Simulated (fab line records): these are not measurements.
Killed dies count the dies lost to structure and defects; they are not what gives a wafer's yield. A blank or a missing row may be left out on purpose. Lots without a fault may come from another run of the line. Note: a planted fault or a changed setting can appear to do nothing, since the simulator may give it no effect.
Which of the tools did it? -- flow n5 finfet -- 25 wafers from 9 lots sampled at 3 of the route's 1938 steps

== WHAT EACH GAUGE READ, for each wafer ==
N5_BEOL_M15_THK_MEAS_50: measures by xrf.
lot,measured,on,M15_THK (nm)
L474,day 12 04:43,film metro-01,879 852 864
L476,day 12 20:38,film metro-02,826 821 819
L479,day 13 16:07,film metro-01,850 837 844
L482,day 14 05:58,film metro-01,870 829 830
L489,day 15 18:36,film metro-02,850 1557
L491,day 16 06:43,film metro-02,859 1582 834
L495,day 17 13:38,film metro-02,841 855 856
L497,day 17 22:01,film metro-02,848 895 891
L496,day 18 23:20,film metro-02,812 859

== EACH LOT AND THE TOOL THAT RAN IT (in order: tool; ch and the chambers of the sampled wafers; start) ==
lot,N5_BEOL_M15_DESCUM_33,N5_BEOL_M15_CMP_49
L474,"rie diel-02 ch 2,3, day 12 02:05","cmp-04 ch 0,1,2, day 12 04:30"
L476,"rie diel-02 ch 0,1, day 12 13:22","cmp-04 ch 0,1, day 12 20:22"
L479,"rie diel-04 ch 2,3, day 13 10:45","cmp-04 ch 0,2,3, day 13 15:53"
L482,"rie diel-02 ch 0,1,2, day 14 02:24","cmp-03 ch 0,1,3, day 14 05:45"
L489,"rie diel-04 ch 1,3, day 15 16:07","cmp-04 ch 0,3, day 15 18:19"
L491,"rie diel-05 ch 0,2,3, day 16 02:47","cmp-04 ch 0,1,2, day 16 06:28"
L495,"rie diel-02 ch 2,3, day 17 11:00","cmp-01 ch 0,1,2, day 17 13:20"
L497,"rie diel-05 ch 0,3, day 17 20:01","cmp-03 ch 2,3, day 17 21:43"
L496,"rie diel-02 ch 2,3, day 18 19:35","cmp-01 ch 1,3, day 18 23:10"
- N5_BEOL_M15_DESCUM_33: chemistry O2, time 7.9 s.
- N5_BEOL_M15_CMP_49: polishes, stops on SiO2, t overpolish 4.9 s, target thk 850 nm.

== THE ANSWER, worked out from the rows above alone ==
Rule: usual is defined by the lots themselves. Put in order of their means at a reading, lots are off if they are a third of the lots or fewer, leave a main group of 4 or more, and stand apart from it by a gap of 3 or more times the standard deviation of the main group's means; of several such gaps the widest counts. A main group is skipped when, at the precision printed for the reading in the tables above, its means are all equal. A lot without any number at a reading at which 4 lots or more have one is off too. Where the step has rows for the other lots, those lots are counted as sound.
Off: L489, L491, at N5_BEOL_M15_THK_MEAS_50 (M15_THK). Mean 848 nm and standard deviation 17 in the main group.
A tool fits if, at a process step before that reading, it ran every lot that is off, and no sound lot after the first of them. Gauges at N5_BEOL_M15_THK_MEAS_50: tried the same way as those tools. One fits: N5_BEOL_M15_CMP_49 on cmp-04. A fault onset in the window from L479 (day 13 15:53, its last sound lot) to L489 (day 15 18:19, its first lot off) fits.

== WHAT WAS PUT IN BY THE SIMULATOR ==
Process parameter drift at N5_BEOL_M15_CMP_49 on cmp-04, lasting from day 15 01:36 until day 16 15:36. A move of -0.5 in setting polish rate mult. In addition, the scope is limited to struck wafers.
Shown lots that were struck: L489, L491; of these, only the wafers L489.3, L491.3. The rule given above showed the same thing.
